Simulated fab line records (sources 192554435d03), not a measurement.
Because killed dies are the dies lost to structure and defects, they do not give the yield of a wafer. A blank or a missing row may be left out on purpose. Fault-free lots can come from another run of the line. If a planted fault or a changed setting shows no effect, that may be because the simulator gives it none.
Matching of chambers | flow n5 finfet | rie diel-02 running N5_HKMG_FIN_ETCH_54: 4 sister chambers
The step etches SiARC in CF4, target depth 45.5 nm, time 75.8 s. 4 wafers are shown with their chamber, then 11 later ones without.

WAFERS PAIRED WITH THEIR CHAMBERS
wafer  | chamber | throttle valve pct (%)
L088.1 | 0       | 15.66
L088.4 | 3       | 16.10
L088.5 | 1       | 15.89
L089.1 | 2       | 15.65

WAFERS WITH NO CHAMBER GIVEN
wafer  | throttle valve pct (%)
L089.2 | 16.11
L089.6 | 16.10
L090.3 | 15.67
L090.4 | 16.10
L090.5 | 15.90
L091.2 | 15.89
L091.3 | 15.68
L091.6 | 16.11
L096.2 | 15.90
L096.5 | 15.67
L096.6 | 15.92

WHICH CHAMBER EACH ONE RAN IN
wafer  | from the rows above     | in truth
L089.2 | 3                       | 3
L089.6 | 3                       | 3
L090.3 | can't be placed: 0 or 2 | 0
L090.4 | 3                       | 3
L090.5 | 1                       | 1
L091.2 | 1                       | 1
L091.3 | can't be placed: 0 or 2 | 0
L091.6 | 3                       | 3
L096.2 | 1                       | 1
L096.5 | can't be placed: 0 or 2 | 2
L096.6 | 1                       | 1
Correctly placed: 8 of 11. Not placeable from these rows: 3 (in 3, the candidates include the true chamber). Wrongly placed: 0.
How it was worked out, from the rows above alone: a wafer's distance from a chamber is the root of the sum, over the readings, of the square of ((its reading less the chamber's mean) divided by the reading's scatter). The wafer belongs to the nearest chamber; if the next one is less than 2 further off, it can't be placed. Each chamber's mean is taken over the wafers shown for it. The scatter (one wafer shown for each chamber): square how far every hidden wafer sits from the nearest shown wafer, average those squares and take the square root.
